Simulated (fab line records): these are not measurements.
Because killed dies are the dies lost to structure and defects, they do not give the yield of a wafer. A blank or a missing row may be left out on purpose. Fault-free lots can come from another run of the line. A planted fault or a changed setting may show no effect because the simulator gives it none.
Chamber matching | flow n5-finfet | pecvd-03 running N5_BEOL_M8_DEP_56: 3 sister chambers
The step deposits SiCN from 3MS/NH3, target thk 10 nm, time 17.5 s. 6 wafers are shown with their chamber, then 8 later ones without.

== WAFERS WITH THEIR CHAMBER ==
wafer  | chamber | showerhead-plenum-p-Torr (Torr) | throttle-valve-pct (%)
L090.2 | 0       | 3.652                           | 8.9
L090.6 | 0       | 3.662                           | 9.0
L092.1 | 2       | 3.666                           | 8.7
L092.4 | 2       | 3.678                           | 8.6
L092.5 | 1       | 3.651                           | 8.7
L095.1 | 1       | 3.644                           | 8.7

== WAFERS WITH NO CHAMBER GIVEN ==
wafer  | showerhead-plenum-p-Torr (Torr) | throttle-valve-pct (%)
L095.2 | 3.669                           | 8.8
L095.3 | 3.664                           | 9.3
L096.1 | 3.676                           | 8.7
L096.3 | 3.647                           | 8.7
L096.4 | 3.660                           | 9.2
L097.2 | 3.641                           | 8.7
L097.4 | 3.664                           | 8.9
L097.6 | 3.670                           | 8.9

== CHAMBER TAKEN BY EACH ==
wafer  | from the rows above          | in truth
L095.2 | can't be placed: 2 or 0 or 1 | 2
L095.3 | 0                            | 0
L096.1 | 2                            | 2
L096.3 | 1                            | 1
L096.4 | 0                            | 0
L097.2 | 1                            | 1
L097.4 | 0                            | 0
L097.6 | 0                            | 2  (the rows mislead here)
Placed correctly: 6 of 8. Unplaceable from these rows: 1, with the true chamber sitting among the candidates in 1. 1 placed wrongly.
How it was worked out, from the rows above alone: a wafer's distance from a chamber is the root of the sum, over the readings, of the square of ((its reading less the chamber's mean) divided by the reading's scatter). If the next closest chamber is less than 2 further off than the closest, the wafer can't be placed; otherwise it belongs to the closest. Each chamber's mean is taken over the wafers shown for it. The scatter: take each reading less its chamber's mean, square it, sum over the shown wafers, divide by the number of wafers less the number of chambers, and take the root.
